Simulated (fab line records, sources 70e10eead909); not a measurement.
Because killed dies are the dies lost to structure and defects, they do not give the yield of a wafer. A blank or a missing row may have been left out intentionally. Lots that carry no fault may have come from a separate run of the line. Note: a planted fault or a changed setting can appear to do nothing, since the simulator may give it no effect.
fab line records | flow nandHarc
[record] lots = 12 wafers = 36 lastDay = 24
route steps=1159 shown A_CONTACT@950 A_M0@1001 END@1159
lots that met no fault: from a run of the same line without faults
startH: hours from the record's opening day to when the first of the lot's shown wafers began | waitH: time in hours since the lot's previous step | " identical to the entry in the row above | L1.1+2: a single row standing in for several wafers | - value missing, or start not given | * or withheld: withheld | < > ~ a bound
route shown NAME@n: a module of which the file shows steps, and the number in the route of the first | usual: mean/standard deviation taken from wafers without a fault | same: alike in all rows | chamber/n: place in a boat | sites: per-site readings | _std_site: the values' standard deviation | _edge_site: outer sites' mean less inner sites' | radiusMm: for every site, how far away it sits from the centre of the wafer | mask NAME#n: copy n | behind: the tool/chamber that last shaped the wafer | hold: what put the lot on hold/how long, in hours/how the hold closed | device: whichever transistor did not switch (one of n, p or np) | end of line: tests run on the same wafers once the route is complete | for a step that has no rows: nothing shown but its recipe | killed: count of dies lost to structure and defects at first sort (not the wafer's yield) | map: a wafer's dies, x killed, . not, _ none there
set.NAME: the setting the step ran with; set.NAME@STEP: the setting that earlier step ran with | model.NAME: the simulator's own value behind a step, which no gauge read
the route's steps for a sample of lots (tables are steps, rows are wafers)
services: when a tool's chamber went out of use (startH, in hours from the record's first day, below 0 if earlier), for how many hours, and the reason
[[steps]]
[step NHARC_A_CONTACT_ETCH_98]
[recipe] targetDepthA = 200 overEtchFrac = 0.5 timeS = 10 ionEnergyEv = 250 c4f6FlowSccm = 25 o2FlowSccm = 20 arFlowSccm = 500 rfW = 600 biasW = 500 chemistry = C4F6/O2
[usual] drypumpMotorCurrentA = 5.9/0.41 oesProductAu = 0.959/0.021 rfFwdPowerW = 586.2/2.3 rfVppV = 548/3.6 showerheadPlenumPTorr = 3.97/0.17 throttleValvePct = 26.904/0.0089
// columns lot.wafer tool chamber startH waitH drypumpMotorCurrentA oesProductAu rfFwdPowerW rfHoursCounterH rfVppV showerheadPlenumPTorr throttleValvePct
L433.1 rieDiel-01 0 - - 5.3 0.944 588.8 14 548 4.00 26.896
L433.3 " 2 " " 5.5 0.952 585.5 14 542 3.71 26.904
L433.4 " 3 " " 5.6 0.935 585.7 15 550 4.08 26.904
L436.2 rieDiel-04 0 397.60 0.2 6.0 0.972 583.9 42 547 3.98 26.887
L436.5 " 3 " " 6.0 0.964 584.0 - 552 4.08 26.903
L436.6 " 0 " " 5.9 0.978 586.2 - 547 3.98 26.902
L435.2 rieDiel-04 3 402.91 0.1 6.0 0.940 586.2 43 549 4.08 26.909
L435.1 " 0 " " 6.0 0.950 586.9 45 548 3.98 26.919
L435.5 " 3 " " 6.0 0.944 586.0 - 548 4.08 26.894
L437.3 rieDiel-03 0 - - 5.3 0.958 583.3 8 553 4.22 26.906
L437.5 " 3 " " 6.4 0.963 588.2 - 550 4.09 26.896
L437.6 " 0 " " 5.3 0.956 585.6 - 554 4.22 26.904
L438.4 rieDiel-01 0 - - 5.3 0.949 588.9 23 549 4.00 26.905
L438.2 " 1 " " 5.7 0.950 587.2 22 548 4.04 26.915
L438.6 " 2 " " 5.5 0.931 586.4 - 542 3.70 26.896
L440.1 rieDiel-04 1 - - 6.2 0.954 586.5 61 553 4.19 26.906
L440.2 " 2 " " 5.6 0.963 583.6 46 541 3.64 26.916
L440.5 " 0 " " 6.0 0.942 584.5 - 548 3.97 26.899
L439.1 rieDiel-01 3 - - 5.6 0.925 583.4 24 550 4.07 26.912
L439.4 " 0 " " 5.3 0.946 587.9 25 549 4.00 26.908
L439.5 " 2 " " 5.6 0.918 585.0 - 542 3.70 26.902
L449.3 rieDiel-01 3 - - 5.7 0.966 585.8 26 549 4.07 26.907
L449.4 " 1 " " 5.7 0.937 585.8 31 549 4.04 26.891
L449.2 " 2 " " 5.6 0.946 585.0 31 543 3.70 26.912
L447.3 rieDiel-03 1 - - 6.4 0.965 589.0 39 541 3.66 26.902
L447.1 " 2 " " 6.8 0.963 586.7 34 545 3.85 26.893
L447.6 " 2 " " 6.7 0.980 584.2 - 546 3.85 26.890
L452.4 rieDiel-01 3 - - 5.6 0.954 584.1 3 551 4.07 26.881
L452.1 " 1 " " 5.7 0.943 587.7 2 549 4.04 26.891
L452.3 " 2 " " 5.6 0.932 587.0 2 541 3.69 26.913
L453.2 rieDiel-01 0 - - 5.3 0.973 587.5 3 549 3.99 26.916
L453.4 " 2 " " 5.6 0.955 586.8 4 540 3.69 26.907
L453.6 " 3 " " 5.7 0.961 587.7 - 549 4.07 26.900
L454.2 rieDiel-03 3 531.72 2.0 6.4 0.982 584.2 53 551 4.06 26.893
L454.4 " 3 " " 6.4 0.964 584.7 - 548 4.06 26.897
L454.5 " 1 " " 6.4 0.974 588.7 - 540 3.65 26.888
[step NHARC_A_CONTACT_CD_MEAS_15]
[usual] cdNm = 90.0/0.43
// columns lot.wafer tool chamber startH waitH cdNm
L433.1 cdSem-03 - 393.25 - 90.1
L433.3 " - " " 90.2
L433.4 " - " " 90.3
L436.2 cdSem-01 - 397.69 - 90.6
L436.5 " - " " 90.9
L436.6 " - " " 90.2
L435.1 cdSem-03 - 403.00 - 89.7
L435.2 " - " " 89.5
L435.5 " - " " 89.9
L437.3 cdSem-02 - 431.30 - 89.9
L437.5 " - " " 90.1
L437.6 " - " " 90.5
L438.2 cdSem-01 - 433.74 - 89.8
L438.4 " - " " 89.6
L438.6 " - " " 89.9
L440.1 cdSem-01 - 440.29 - 89.8
L440.2 " - " " 89.8
L440.5 " - " " 90.0
L439.1 cdSem-02 - 442.06 - 89.8
L439.4 " - " " 90.5
L439.5 " - " " 90.4
L449.2 cdSem-01 - 477.99 - 90.2
L449.3 " - " " 90.0
L449.4 " - " " 90.1
L447.1 cdSem-03 - 498.33 - 89.8
L447.3 " - " " 89.8
L447.6 " - " " 90.3
L452.1 cdSem-02 - 510.53 - 89.1
L452.3 " - " " 89.1
L452.4 " - " " 90.0
L453.2 cdSem-01 - 524.90 - 90.0
L453.4 " - " " 89.3
L453.6 " - " " 89.5
L454.2 cdSem-01 - 531.80 - 90.0
L454.4 " - " " 90.4
L454.5 " - " " 90.2
[step NHARC_A_M0_EXPOSE_06]
[recipe] na = 1.35 targetCdNm = 80 doseMj = 83.25 maskId = A_M0
[usual] exposureDoseMJCm2 = 83.27/0.081 stageVelMmS = 499.97/0.24
// columns lot.wafer tool chamber startH waitH mask exposureDoseMJCm2 stageVelMmS
L433.1 arfiScanner-01 0 403.21 - A_M0#0 83.32 500.11
L433.3 " 0 " " A_M0#0 83.37 500.24
L433.4 " 0 " " A_M0#0 83.36 500.05
L436.2 arfiScanner-01 0 404.59 - A_M0#0 83.20 499.64
L436.5 " 0 " " A_M0#0 83.25 500.16
L436.6 " 0 " " A_M0#0 83.19 499.76
L435.1 arfiScanner-01 0 416.56 - A_M0#0 83.24 499.81
L435.2 " 0 " " A_M0#0 83.30 499.78
L435.5 " 0 " " A_M0#0 83.31 499.85
L437.3 arfiScanner-03 0 442.60 - A_M0#0 83.24 500.03
L437.5 " 0 " " A_M0#0 83.21 499.88
L437.6 " 0 " " A_M0#0 83.20 499.83
L438.2 arfiScanner-03 0 442.92 - A_M0#0 83.23 499.69
L438.4 " 0 " " A_M0#0 83.19 499.92
L438.6 " 0 " " A_M0#0 83.31 499.70
L440.1 arfiScanner-01 0 449.89 - A_M0#0 81.36 500.03
L440.2 " 0 " " A_M0#0 81.44 500.14
L440.5 " 0 " " A_M0#0 81.37 500.11
L439.1 arfiScanner-01 0 450.74 - A_M0#0 81.80 499.51
L439.4 " 0 " " A_M0#0 81.88 499.86
L439.5 " 0 " " A_M0#0 81.79 499.99
L449.2 arfiScanner-03 0 495.98 - A_M0#0 83.22 500.27
L449.3 " 0 " " A_M0#0 83.19 500.55
L449.4 " 0 " " A_M0#0 83.23 500.19
L447.1 arfiScanner-03 0 509.27 - A_M0#0 83.13 500.17
L447.3 " 0 " " A_M0#0 83.24 500.40
L447.6 " 0 " " A_M0#0 83.17 500.01
L452.1 arfiScanner-02 0 521.17 - A_M0#0 83.25 499.74
L452.3 " 0 " " A_M0#0 83.25 499.99
L452.4 " 0 " " A_M0#0 83.35 499.61
L453.2 arfiScanner-03 0 532.77 - A_M0#0 83.23 500.04
L453.4 " 0 " " A_M0#0 83.19 499.91
L453.6 " 0 " " A_M0#0 83.27 500.09
L454.2 arfiScanner-02 0 543.96 - A_M0#0 83.36 500.00
L454.4 " 0 " " A_M0#0 83.30 499.68
L454.5 " 0 " " A_M0#0 83.35 499.77
[step NHARC_A_M0_ANNEAL_30]
[recipe] tempC = 225 timeS = 90
[usual] wafer_temp_C_max = 226.19/0.3
// columns lot.wafer tool chamber startH waitH wafer_temp_C_max
L433.1 rtpAnneal-01 0 405.27 0.4 226.06
L433.3 " 0 " " 226.07
L433.4 " 0 " " 226.59
L436.2 rtpAnneal-02 0 406.78 - 226.30
L436.5 " 0 " " 226.17
L436.6 " 0 " " 226.19
L435.1 rtpAnneal-02 0 418.62 0.4 226.17
L435.2 " 0 " " 226.62
L435.5 " 0 " " 225.99
L437.3 rtpAnneal-02 0 444.84 - 226.33
L437.5 " 0 " " 226.31
L437.6 " 0 " " 226.63
L438.2 rtpAnneal-01 0 445.39 - 225.96
L438.4 " 0 " " 225.77
L438.6 " 0 " " 225.83
L440.1 rtpAnneal-01 0 451.88 - 225.74
L440.2 " 0 " " 226.03
L440.5 " 0 " " 225.85
L439.1 rtpAnneal-01 0 452.75 - 226.06
L439.4 " 0 " " 225.84
L439.5 " 0 " " 226.08
L449.2 rtpAnneal-02 0 498.05 - 226.42
L449.3 " 0 " " 226.17
L449.4 " 0 " " 226.10
L447.1 rtpAnneal-01 0 511.43 - 226.24
L447.3 " 0 " " 226.08
L447.6 " 0 " " 226.16
L452.1 rtpAnneal-01 0 523.33 0.4 225.97
L452.3 " 0 " " 226.16
L452.4 " 0 " " 226.11
L453.2 rtpAnneal-02 0 534.82 0.3 226.67
L453.4 " 0 " " 226.33
L453.6 " 0 " " 227.85
L454.2 rtpAnneal-01 0 546.01 0.4 226.14
L454.4 " 0 " " 226.46
L454.5 " 0 " " 226.30
[step NHARC_END_SORT_01]
[recipe] tempC = 25
[usual] defectLimitedYield = 95.5/1.6 killedAtArray = 27/11 killedAtOther = 0.8/1.1 killedAtPeriphery = 2.8/1.9 killedDies = 30/11 killedOpen = 3.3/1.8 killedShort = 2.3/1.5 sort_bin_2_pct = 1.4/0.68 sort_bin_3_pct = 0.27/0.22 sort_bin_4_pct = 2.8/0.99 sortNPass = 647/11 sortRimYieldPct = 94.3/2.9 sortYieldPct = 95.5/1.6
[same] grossDies = 677 sort_bin_5_pct[%] = 0 sort_bin_6_pct[%] = 0 sort_bin_7_pct[%] = 0 sort_bin_8_pct[%] = 0 sortRimNGross = 106.00
// columns lot.wafer tool chamber startH waitH defectLimitedYield[%] killedAtArray killedAtOther killedAtPeriphery killedDies killedOpen killedShort sort_bin_2_pct[%] sort_bin_3_pct[%] sort_bin_4_pct[%] sortNPass sortRimYieldPct[%] sortYieldPct[%]
L438.2 prober-01 0 482.54 2.8 97.5 15 0 2 17 4 2 0.4 0.15 1.9 660 96.2 97.5
L438.4 prober-01 0 484.14 3.4 97.0 19 0 1 20 4 3 1.6 0 1.3 657 97.2 97.0
L438.6 prober-01 0 485.74 4.0 98.1 9 2 2 13 3 2 0.6 0.15 1.2 664 98.1 98.1
L440.1 prober-01 0 489.73 2.5 97.6 14 0 2 16 2 2 0.9 0.44 1.0 661 96.2 97.6
L440.2 prober-01 0 490.52 2.8 96.3 24 0 1 25 5 3 1.2 0.30 2.2 652 99.1 96.3
L440.5 prober-01 0 492.90 3.7 97.3 13 1 4 18 3 4 0.9 0.30 1.5 659 95.3 97.3
L439.1 prober-02 0 489.77 2.5 92.3 44 4 4 52 4 3 1.8 0.44 5.5 625 96.2 92.3
L439.4 prober-02 0 492.18 3.4 93.4 37 3 5 45 4 5 2.8 0.44 3.4 632 94.3 93.4
L439.5 prober-02 0 492.99 3.7 93.8 39 1 2 42 3 2 2.2 0.15 3.8 635 95.3 93.8
L447.1 prober-02 0 547.87 2.5 94.2 38 0 1 39 0 1 2.1 0.74 3.0 638 94.3 94.2
L447.3 prober-02 0 549.47 3.1 94.7 33 1 2 36 6 2 1.0 0.15 4.1 641 86.8 94.7
L447.6 prober-02 0 551.88 4.0 94.5 35 1 1 37 1 3 2.2 0.59 2.7 640 89.6 94.5
L454.2 prober-02 0 585.37 2.8 96.6 20 3 0 23 0 1 1.5 0.15 1.8 654 93.4 96.6
L454.4 prober-02 0 586.97 3.4 95.9 26 1 1 28 2 4 1.3 0 2.8 649 95.3 95.9
L454.5 prober-02 0 587.77 3.7 97.2 17 0 2 19 2 3 0.6 0.30 1.9 658 95.3 97.2
// killed by level:class
L438.2 A_STAIRCASE:chamberFilmFlake=5 A_CHANNEL_FILL_D1:chamberFilmFlake=3 A_CONTACT:geometricParticle:open=2 P_GATE:geometricParticle:open=1 P_M1:geometricParticle:open=1 A_ONON_D1:geometricParticle:short=1 A_CHANNEL_HOLE_D1:geometricParticle:short=1 A_CHANNEL_HOLE_D1:chamberFilmFlake=1
L438.4 A_CHANNEL_HOLE_D1:chamberFilmFlake=7 A_STAIRCASE:chamberFilmFlake=3 A_CHANNEL_FILL_D1:geometricParticle:short=2 A_M0:geometricParticle:open=2 A_CHANNEL_FILL_D1:geometricParticle:open=1 A_SGD_CUT:geometricParticle:short=1 A_WL_FILL:geometricParticle:open=1 P_STI:chamberFilmFlake=1
L438.6 A_CONTACT:chamberFilmFlake=2 P_STI:geometricParticle:open=1 A_ONON_D1:geometricParticle:open=1 A_CONTACT:geometricParticle:open=1 A_BLC:geometricParticle:short=1 P_STI:chamberFilmFlake=1 STARTING-WAFER:geometricParticle:short=1 A_CHANNEL_HOLE_D1:chamberFilmFlake=1
L440.1 A_SLIT:chamberFilmFlake=3 P_M1:chamberFilmFlake=2 A_ZERO_WELL:chamberFilmFlake=2 A_CONTACT:chamberFilmFlake=2 A_ONON_D1:geometricParticle:short=1 A_SGD_CUT:geometricParticle:open=1 A_CONTACT:geometricParticle:short=1 A_CONTACT:geometricParticle:open=1
L439.1 A_SLIT:chamberFilmFlake=16 A_CHANNEL_HOLE_D1:chamberFilmFlake=13 P_GATE:chamberFilmFlake=4 A_STAIRCASE:chamberFilmFlake=4 A_CONTACT:chamberFilmFlake=3 A_ONON_D1:geometricParticle:open=2 A_M0:geometricParticle:short=2 A_WL_FILL:chamberFilmFlake=2
L440.2 A_SLIT:chamberFilmFlake=12 A_CONTACT:geometricParticle:open=2 A_M0:geometricParticle:open=2 A_STAIRCASE:chamberFilmFlake=2 A_CONTACT:chamberFilmFlake=2 A_ONON_D1:geometricParticle:short=1 A_SGD_CUT:geometricParticle:open=1 A_WL_FILL:geometricParticle:short=1
L439.4 A_CHANNEL_HOLE_D1:chamberFilmFlake=16 A_SLIT:chamberFilmFlake=8 P_GATE:chamberFilmFlake=3 A_CONTACT:chamberFilmFlake=3 HYBRID_BOND:chamberFilmFlake=3 A_CONTACT:geometricParticle:short=2 A_ONON_D1:geometricParticle:short=1 A_CHANNEL_FILL_D1:geometricParticle:open=1
L440.5 A_SLIT:chamberFilmFlake=5 A_CHANNEL_HOLE_D1:chamberFilmFlake=2 P_GATE:geometricParticle:open=1 P_M0:geometricParticle:short=1 P_M1:geometricParticle:short=1 A_ONON_D1:geometricParticle:open=1 A_ONON_D1:geometricParticle:short=1 A_CHANNEL_FILL_D1:geometricParticle:short=1
L439.5 A_SLIT:chamberFilmFlake=15 A_CHANNEL_HOLE_D1:chamberFilmFlake=11 A_STAIRCASE:chamberFilmFlake=4 A_CONTACT:chamberFilmFlake=3 A_SOURCE_PLATE:geometricParticle:open=2 P_GATE:chamberFilmFlake=2 A_ONON_D1:geometricParticle:short=1 A_CONTACT:geometricParticle:short=1
L447.1 A_CHANNEL_HOLE_D1:chamberFilmFlake=21 A_SLIT:chamberFilmFlake=8 A_CONTACT:chamberFilmFlake=6 A_STAIRCASE:chamberFilmFlake=2 P_GATE:geometricParticle:short=1 A_ZERO_WELL:chamberFilmFlake=1
L447.3 A_CHANNEL_HOLE_D1:chamberFilmFlake=11 A_SLIT:chamberFilmFlake=8 A_CONTACT:chamberFilmFlake=5 A_STAIRCASE:chamberFilmFlake=2 P_GATE:geometricParticle:open=1 P_CONTACT:geometricParticle:open=1 A_ONON_D1:geometricParticle:open=1 A_ONON_D1:geometricParticle:short=1
L447.6 A_CHANNEL_HOLE_D1:chamberFilmFlake=13 A_SLIT:chamberFilmFlake=9 A_CONTACT:chamberFilmFlake=6 A_STAIRCASE:chamberFilmFlake=5 P_GATE:geometricParticle:short=1 A_CONTACT:geometricParticle:short=1 A_BLC:geometricParticle:open=1 STARTING-WAFER:geometricParticle:short=1
L454.2 A_CONTACT:chamberFilmFlake=8 A_STAIRCASE:chamberFilmFlake=5 A_CHANNEL_HOLE_D1:chamberFilmFlake=4 THIN_TSV:chamberFilmFlake=3 A_BLC:geometricParticle:short=1 A_SLIT:chamberFilmFlake=1 A_WL_FILL:chamberFilmFlake=1
L454.4 A_CHANNEL_HOLE_D1:chamberFilmFlake=10 A_SLIT:chamberFilmFlake=3 A_WL_FILL:chamberFilmFlake=3 A_STAIRCASE:chamberFilmFlake=2 A_CONTACT:chamberFilmFlake=2 P_CONTACT:geometricParticle:open=1 A_ONON_D1:geometricParticle:short=1 A_CHANNEL_HOLE_D1:geometricParticle:short=1
L454.5 A_CHANNEL_HOLE_D1:chamberFilmFlake=5 A_STAIRCASE:chamberFilmFlake=5 A_CONTACT:chamberFilmFlake=3 P_CONTACT:geometricParticle:short=1 P_M0:geometricParticle:open=1 A_CHANNEL_FILL_D1:geometricParticle:short=1 A_WL_FILL:geometricParticle:short=1 A_M1:geometricParticle:open=1
[[services]]
// columns tool chamber startH hours kind
rieDiel-01 0 372.83 - clean
rieDiel-01 1 372.83 - clean
rieDiel-01 2 372.83 - clean
rieDiel-01 3 372.83 - clean
rieDiel-03 - 392.45 9.0 pm
rieDiel-01 0 397.36 - clean
rieDiel-01 1 397.36 - clean
arfiScanner-03 - 427.92 0.9 repair
arfiScanner-02 - 428.00 4.0 pm
rieDiel-01 3 442.07 24.2 repair
arfiScanner-01 - 443.43 0.7 repair
rieDiel-03 0 444.31 9.1 repair
arfiScanner-02 - 450.11 2.2 repair
rieDiel-04 3 455.70 2.4 repair
rieDiel-04 - 466.30 9.0 pm
rieDiel-03 2 466.36 3.2 repair
arfiScanner-02 - 474.38 1.4 repair
arfiScanner-03 - 484.00 4.0 pm
rieDiel-01 - 491.83 9.0 pm
arfiScanner-01 - 495.59 0.5 repair
rieDiel-03 0 509.33 26.2 repair
arfiScanner-01 - 511.39 1.6 repair
rieDiel-04 2 528.54 4.8 repair
arfiScanner-01 - 540.91 4.0 pm
[[key]]
[firstSign] step = NHARC_A_M0_EXPOSE_06 reading = exposureDoseMJCm2 direction = down sigmas = 21 usual = 83.27 struck = 81.61
effect none on later readings
metAt NHARC_A_M0_EXPOSE_06
struckLots L439,L440
[loopTrim] step = NHARC_A_M0_EXPOSE_06 setting = dose lots = L439
notActingAt NHARC_A_CONTACT_ETCH_98,NHARC_A_CONTACT_CD_MEAS_15,NHARC_A_M0_ANNEAL_30
onsetBetween 416.56 449.89
[fault] kind = processParameterDrift tool = arfiScanner-01 chamber = - onsetH = 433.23 steps = NHARC_A_M0_EXPOSE_06 channel = doseMj offset = -1.8577 shape = step actsIn = theseRecipesOnly stated = 83.25
// loopTrim: a control loop set the setting to another value than it would have without faults
